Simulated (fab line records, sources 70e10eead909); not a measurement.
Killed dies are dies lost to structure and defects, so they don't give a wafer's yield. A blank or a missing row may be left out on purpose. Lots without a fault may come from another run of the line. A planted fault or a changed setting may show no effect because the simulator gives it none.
fab line records | flow nand_harc
record lots=5 wafers=15 last_day=33
route steps=1302 shown A_STAIRCASE@668 END@1302
lots that met no fault: from a run of the same line without faults
start_h: hours from the record's first day to the start of the lot's first wafer shown | wait_h: hours since the lot's step before | " the same as in the row above | L1.1+2: a row that stands for several wafers | - no value, or no start given | * or withheld: withheld | < > ~ a bound
route shown NAME@n: a module of which the file shows steps, and the number in the route of the first | usual: mean/standard deviation of fault-free wafers | same: alike in all rows | chamber/n: place in a boat | sites: the reading at each site | _std_site: their standard deviation | _edge_site: outer sites' mean less inner sites' | radius_mm: how far each site lies from the wafer's centre | mask NAME#n: copy n | behind: the tool/chamber that last shaped the wafer | hold: why the lot was held/for how many hours/how that ended | device: the transistor (n, p or np) that didn't switch | end of line: the same wafers' tests at the end of the route | a step without rows: its recipe alone | killed: dies lost to structure and defects at the first sort, not the wafer's yield | map: a wafer's dies, x killed, . not, _ none there
set.NAME: the setting as run; set.NAME@STEP: as run at that earlier step | model.NAME: the simulator's own value behind a step, which no gauge read
lots at some steps of the route; a table a step, a row a wafer
services: from which hour (start_h, from the record's first day; less than 0 if before it) a tool's chamber was out of use, for how many hours, and why
## steps
# step NHARC_A_STAIRCASE_TRIM_12
# recipe time_s=211.2 o2_flow_sccm=500 ar_flow_sccm=0 bias_w=0 chemistry=O2
# usual drypump_motor_current_A=5.7/0.4 oes_product_au=0.998/0.0075 rf_vpp_V=57.6/0.96 showerhead_plenum_p_Torr=3.46/0.16 throttle_valve_pct=17.036/0.0091
# columns lot.wafer tool chamber start_h wait_h drypump_motor_current_A oes_product_au rf_hours_counter_h rf_vpp_V showerhead_plenum_p_Torr throttle_valve_pct
L446.2 rie_diel-12 1 351.66 0.1 5.1 0.985 19 56.7 3.47 17.031
L446.4 " 0 " " 6.6 1.000 22 58.5 3.37 17.046
L446.5 " 1 " " 5.1 0.995 - 60.4 3.47 17.034
L447.4 rie_diel-04 1 381.04 0.1 5.8 1.005 4 58.9 3.81 17.043
L447.2 " 2 " " 5.7 0.988 6 57.9 3.54 17.039
L447.1 " 3 " " 6.3 0.994 5 58.2 3.50 17.034
L457.2 rie_diel-04 2 452.70 0.2 5.7 0.998 32 56.8 3.52 17.045
L457.3 " 1 " " 5.8 1.005 28 60.0 3.79 17.035
L457.6 " 0 " " 5.6 1.003 - 55.3 3.28 17.036
L465.4 rie_diel-12 2 540.45 0.1 6.0 1.004 29 56.9 3.34 17.031
L465.6 " 0 " " 6.6 1.012 - 55.9 3.34 17.055
L465.5 " 1 " " 5.2 1.005 - 57.8 3.43 17.027
L466.4 rie_diel-04 2 568.61 0.1 5.7 0.987 7 57.3 3.51 17.042
L466.1 " 3 " " 6.3 0.989 8 57.3 3.46 17.034
L466.6 " 1 " " 5.8 0.988 - 59.2 3.77 17.023
# step NHARC_A_STAIRCASE_ETCH_13
# recipe target_depth_a=1000 time_s=40.5 ion_energy_ev=400 c4f8_flow_sccm=20 o2_flow_sccm=10 ar_flow_sccm=withheld rf_w=600 bias_w=1000 chemistry=C4F8/O2
# usual oes_product_au=0.938/0.014 rf_vpp_V=894/5.8
# columns lot.wafer tool chamber start_h wait_h oes_product_au rf_hours_counter_h rf_vpp_V
L446.4 rie_diel-12 1 - - 0.934 20 893
L446.2 " 3 " " 0.921 28 892
L446.5 " 1 " " 0.928 - 893
L447.2 rie_diel-04 0 - - 0.956 4 887
L447.1 " 2 " " 0.937 6 897
L447.4 " 3 " " 0.945 5 896
L457.2 rie_diel-04 2 - - 0.913 32 896
L457.3 " 1 " " 0.918 28 905
L457.6 " 2 " " 0.911 - 896
L465.4 rie_diel-12 0 - - 0.934 34 888
L465.6 " 3 " " 0.936 - 891
L465.5 " 0 " " 0.943 - 889
L466.1 rie_diel-04 3 - - 0.935 8 894
L466.4 " 2 " " 0.927 7 896
L466.6 " 3 " " 0.936 - 894
# step NHARC_A_STAIRCASE_TRIM_14
# recipe time_s=211.2 o2_flow_sccm=500 ar_flow_sccm=0 bias_w=0 chemistry=O2
# usual drypump_motor_current_A=5.8/0.39 oes_product_au=0.999/0.0065 rf_vpp_V=57.6/0.95 showerhead_plenum_p_Torr=3.47/0.16 throttle_valve_pct=17.036/0.0098
# columns lot.wafer tool chamber start_h wait_h drypump_motor_current_A oes_product_au rf_hours_counter_h rf_vpp_V showerhead_plenum_p_Torr throttle_valve_pct
L446.4 rie_diel-12 1 - - 5.1 1.002 20 58.6 3.47 17.026
L446.2 " 2 " " 6.0 0.991 25 57.6 3.37 17.035
L446.5 " 0 " " 6.6 0.995 - 58.2 3.37 17.039
L447.2 rie_diel-04 2 - - 5.7 0.995 6 57.0 3.54 17.033
L447.4 " 3 " " 6.3 0.984 5 57.7 3.50 17.042
L447.1 " 1 " " 5.8 1.008 5 57.4 3.81 17.017
L457.3 rie_diel-04 0 - - 5.6 1.001 24 57.4 3.28 17.032
L457.2 " 1 " " 5.7 1.001 29 60.6 3.79 17.031
L457.6 " 0 " " 5.6 1.009 - 57.2 3.28 17.043
L465.4 rie_diel-12 0 - - 6.6 1.002 34 56.8 3.34 17.036
L465.6 " 2 " " 6.0 1.000 - 58.1 3.34 17.039
L465.5 " 3 " " 5.7 1.004 - 56.4 3.39 17.059
L466.4 rie_diel-04 3 - - 6.3 0.998 8 57.0 3.46 17.047
L466.1 " 0 " " 5.6 1.006 8 57.9 3.80 17.042
L466.6 " 2 " " 5.7 0.994 - 56.8 3.51 17.047
# step NHARC_A_STAIRCASE_ETCH_15
# recipe target_depth_a=1000 time_s=40.5 ion_energy_ev=400 c4f8_flow_sccm=20 o2_flow_sccm=10 ar_flow_sccm=withheld rf_w=600 bias_w=1000 chemistry=C4F8/O2
# step NHARC_A_STAIRCASE_TRIM_16
# recipe time_s=211.2 o2_flow_sccm=500 ar_flow_sccm=0 bias_w=0 chemistry=O2
# usual drypump_motor_current_A=5.8/0.41 oes_product_au=1.000/0.0081 rf_vpp_V=57.6/0.8 showerhead_plenum_p_Torr=3.47/0.16 throttle_valve_pct=17.037/0.009
# columns lot.wafer tool chamber start_h wait_h drypump_motor_current_A oes_product_au rf_hours_counter_h rf_vpp_V showerhead_plenum_p_Torr throttle_valve_pct
L446.4 rie_diel-12 1 - - 5.2 0.991 20 58.1 3.47 17.039
L446.2 " 2 " " 6.1 0.997 25 57.1 3.37 17.040
L446.5 " 1 " " 5.2 0.995 - 57.6 3.47 17.042
L447.2 rie_diel-04 1 - - 5.8 1.016 5 58.8 3.81 17.029
L447.4 " 2 " " 5.7 0.993 6 58.5 3.54 17.037
L447.1 " 0 " " 5.6 0.999 4 57.9 3.29 17.029
L457.3 rie_diel-04 3 - - 6.3 1.000 30 56.3 3.48 17.038
L457.2 " 0 " " 5.6 1.000 26 57.4 3.28 17.029
L457.6 " 2 " " 5.7 0.991 - 58.7 3.52 17.035
L465.4 rie_diel-12 2 - - 6.0 0.995 29 56.8 3.34 17.051
L465.5 " 1 " " 5.2 0.997 - 57.5 3.43 17.030
L465.6 " 2 " " 6.1 1.000 - 57.8 3.34 17.031
L466.4 rie_diel-04 2 - - 5.7 1.006 7 56.9 3.51 17.036
L466.1 " 0 " " 5.6 1.000 8 57.5 3.80 17.027
L466.6 " 2 " " 5.7 0.997 - 57.3 3.51 17.035
# step NHARC_A_STAIRCASE_ETCH_17
# recipe target_depth_a=1000 time_s=40.5 ion_energy_ev=400 c4f8_flow_sccm=20 o2_flow_sccm=10 ar_flow_sccm=withheld rf_w=600 bias_w=1000 chemistry=C4F8/O2
# step NHARC_A_STAIRCASE_TRIM_18
# recipe time_s=211.2 o2_flow_sccm=500 ar_flow_sccm=0 bias_w=0 chemistry=O2
# step NHARC_A_STAIRCASE_ETCH_19
# recipe target_depth_a=1000 time_s=40.5 ion_energy_ev=400 c4f8_flow_sccm=20 o2_flow_sccm=10 ar_flow_sccm=withheld rf_w=600 bias_w=1000 chemistry=C4F8/O2
# step NHARC_A_STAIRCASE_TRIM_20
# recipe time_s=211.2 o2_flow_sccm=500 ar_flow_sccm=0 bias_w=0 chemistry=O2
# step NHARC_A_STAIRCASE_ETCH_21
# recipe target_depth_a=1000 time_s=40.5 ion_energy_ev=400 c4f8_flow_sccm=20 o2_flow_sccm=10 ar_flow_sccm=withheld rf_w=600 bias_w=1000 chemistry=C4F8/O2
# step NHARC_A_STAIRCASE_TRIM_22
# recipe time_s=211.2 o2_flow_sccm=500 ar_flow_sccm=0 bias_w=0 chemistry=O2
# step NHARC_A_STAIRCASE_ETCH_23
# recipe target_depth_a=1000 time_s=40.5 ion_energy_ev=400 c4f8_flow_sccm=20 o2_flow_sccm=10 ar_flow_sccm=withheld rf_w=600 bias_w=1000 chemistry=C4F8/O2
# usual oes_product_au=0.946/0.011 rf_vpp_V=894/5.8
# columns lot.wafer tool chamber start_h wait_h oes_product_au rf_hours_counter_h rf_vpp_V
L446.4 rie_diel-12 1 353.12 - 0.934 20 894
L446.2 " 3 " " 0.941 28 893
L446.5 " 0 " " 0.947 - 890
L447.2 rie_diel-12 2 382.60 - 0.958 34 888
L447.4 " 0 " " 0.955 34 890
L447.1 " 1 " " 0.942 29 894
L457.3 rie_diel-12 2 456.26 - 0.952 0 889
L457.2 " 3 " " 0.975 0 892
L457.6 " 0 " " 0.811 - 891
L465.4 rie_diel-07 1 542.72 - 0.969 21 893
L465.5 " 3 " " 0.952 - 894
L465.6 " 0 " " 0.946 - 906
L466.1 rie_diel-04 3 570.04 - 0.931 8 894
L466.4 " 1 " " 0.950 7 905
L466.6 " 0 " " 0.949 - 905
# step NHARC_A_STAIRCASE_TRIM_24
# recipe time_s=211.2 o2_flow_sccm=500 ar_flow_sccm=0 bias_w=0 chemistry=O2
# usual drypump_motor_current_A=5.8/0.39 oes_product_au=1.001/0.0076 rf_vpp_V=57.6/1 showerhead_plenum_p_Torr=3.47/0.15 throttle_valve_pct=17.036/0.0094
# columns lot.wafer tool chamber start_h wait_h drypump_motor_current_A oes_product_au rf_hours_counter_h rf_vpp_V showerhead_plenum_p_Torr throttle_valve_pct
L446.4 rie_diel-12 3 - - 5.8 1.001 28 58.3 3.42 17.046
L446.2 " 0 " " 6.6 1.004 23 56.7 3.37 17.033
L446.5 " 3 " " 5.7 0.989 - 57.5 3.42 17.036
L447.1 rie_diel-12 0 - - 6.6 1.002 35 59.6 3.36 17.046
L447.4 " 1 " " 5.2 1.001 29 56.9 3.46 17.058
L447.2 " 2 " " 6.1 0.997 34 58.4 3.36 17.038
L457.3 rie_diel-12 3 - - 5.8 1.001 0 57.0 3.40 17.019
L457.2 " 0 " " 6.6 1.002 0 58.0 3.35 17.033
L457.6 " 3 " " 5.7 1.004 - 57.4 3.40 17.028
L465.4 rie_diel-07 1 - - 5.7 1.005 21 57.1 3.41 17.056
L465.6 " 2 " " 5.4 1.008 - 58.2 3.34 17.025
L465.5 " 3 " " 5.5 1.002 - 57.5 3.50 17.033
L466.1 rie_diel-04 2 - - 5.7 1.000 8 56.5 3.51 17.037
L466.4 " 0 " " 5.6 0.994 8 58.3 3.80 17.047
L466.6 " 2 " " 5.7 0.998 - 57.6 3.51 17.024
# step NHARC_END_SORT_01
# recipe temp_c=25
# usual killed_at_array=52/20 killed_at_other=1.0/1.3 killed_at_periphery=3.7/2.2 killed_dies=57/20 killed_open=3.2/1.6 killed_short=2.4/1.6
# same gross_dies=677
# columns lot.wafer tool chamber start_h wait_h killed_at_array killed_at_other killed_at_periphery killed_dies killed_open killed_short
L457.6 prober-02 0 660.25 4.0 633 1 6 640 3 5
# killed by level:class
L457.6 A_STAIRCASE:area_etch=591 A_CONTACT:chamber_film_flake=11 A_STAIRCASE:chamber_film_flake=9 A_BLC:chamber_film_flake=4 A_BONDPAD:chamber_film_flake=4 P_M2:chamber_film_flake=3 A_M0:geometric_particle:short=2 P_GATE:chamber_film_flake=2
# map L457.6 (x killed, . not)
____________x____________
_________xxxxxxx_________
_______xxxxxxxxxxx_______
______xxxxxxxxxxxxx______
_____xxxxxxxxxxxxxxx_____
____xxxxxxxxxxxxxxxxx____
____xxxxxxxxxxxxx.xxx____
___xxxxx.xxxxxxxxxxxxx___
___xxxxxxxxxxxxxxxxxxx___
__xxxxxxxxxxxxxxxxxxxxx__
__xxxxxxxx.xxxxxxxxxxxx__
_xxxxxxx.xxxxxxxxxxxxxxx_
_xxxxxxx.xx.xxxxx.xxxxxx_
_xxxxxxxxxxxxxxxxxxxxxxx_
_xxxxxx.xxxx.xxxxx..xxxx_
_xxxxxxxxxx.xx.x.xxxxxxx_
xxxxxxx.x.x.xxx.xxxxxxxxx
xxxxxxxxxxxxx.xxxxxxxxxxx
xxxxxxxxxxxxxxxxx.xxxxxxx
xxxxxx.xxxxxx.xxxxxxxxxxx
xxxxxxxxxxxxxxxx..xxxxxxx
_xxxxxxxxxxx.xxxxxxxx.xx_
_xxxxxxxxxxxxx..xxxxxxxx_
_xxxxxxxxxxxx.xx.xxxxxxx_
_xxxxxxxxxxxxxxxxxxxxxxx_
_xxxxx.xxxxx.xxxxxxxx.xx_
__xxxxxxxxxxxxxxxxx.xxx__
__xxxxxxxxxxxxxxxxxxxxx__
___xxxxxxxxxxxxxxxxxxx___
___xxxxxxxx.xxxxxxxxxx___
____xxxxxx.xxxxx.xxxx____
____xxxxxxxxxxxxxxxxx____
_____xxxxxxxxxxxxxxx_____
______xxxxxxxxxxxxx______
_______xxxxxxxxxxx_______
_________xxxxxxx_________
____________x____________
# map L447.1 (x killed, . not)
____________.____________
_________......._________
_______..........._______
______.............______
_____...........x..._____
____.......x.........____
____.....x...........____
___x.......xx.x.......___
___x.x....xxxx........___
__.........xxxx........__
__.......x.xxxx...x....__
_.........xxx..........._
_....x.....x.x.........._
_.........x.x.x........._
_.........x............._
_.....x........x........_
................x........
.........................
xx.........x.............
.........................
x........................
_..x...................._
_......................._
_.................xxx.x._
_..................xx.x._
_..................xx..._
__................xxxxx__
__................xxxxx__
___................xxx___
___................xxx___
____.x............xxx____
____...............xx____
_____....x.........x_____
______...x.........______
_______.x........._______
_________......._________
____________.____________
## services
# columns tool chamber start_h hours kind
rie_diel-04 0 334.51 - clean
rie_diel-04 1 334.51 - clean
rie_diel-04 2 334.51 - clean
rie_diel-04 3 334.51 - clean
rie_diel-12 0 351.47 - clean
rie_diel-12 1 351.47 - clean
rie_diel-12 2 351.47 - clean
rie_diel-12 3 351.47 - clean
rie_diel-04 - 355.15 9.0 pm
rie_diel-04 0 355.15 9.0 vent_cycle
rie_diel-04 3 404.45 2.5 repair
rie_diel-04 0 426.04 3.4 repair
rie_diel-12 2 438.16 1.7 repair
rie_diel-12 - 446.18 9.0 pm
rie_diel-04 3 449.41 4.5 repair
rie_diel-07 - 458.35 0.2 repair
rie_diel-04 0 461.58 9.0 repair
rie_diel-07 - 471.32 9.0 pm
rie_diel-12 3 485.08 3.3 repair
rie_diel-12 0 513.71 4.4 repair
rie_diel-07 2 523.08 4.5 repair
rie_diel-12 2 530.79 7.1 repair
rie_diel-04 - 532.15 9.0 pm
rie_diel-04 1 558.39 3.9 repair
## key
first_sign step=NHARC_A_STAIRCASE_ETCH_23 reading=oes_product_au direction=down sigmas=13 usual=0.946 struck=0.811
effect step=NHARC_END_SORT_01 reading=killed_at_array direction=up sigmas=29 usual=52 struck=633
more_kills_born_at NHARC_A_STAIRCASE_ETCH_23@rie_diel-12=591
met_at NHARC_A_STAIRCASE_ETCH_23
struck_wafers L457.6
later_rows_left_out L457.6
tester_left_out L457
onset_between 382.60 456.26
fault kind=process_parameter_drift tool=rie_diel-12 chamber=0 onset_h=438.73 steps=NHARC_A_STAIRCASE_ETCH_23 channel=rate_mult offset=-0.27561 shape=step end_h=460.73
# tester_left_out: of these lots the tester's yield and bins aren't shown, on N5 and GAA mostly nor the transistor test; their killed dies are dies lost to structure and defects alone, not to doping, threshold or leakage, so they don't give the yield
# later_rows_left_out: the simulator's readings of these wafers behind a module that went badly wrong aren't trusted and aren't shown, but for the sort
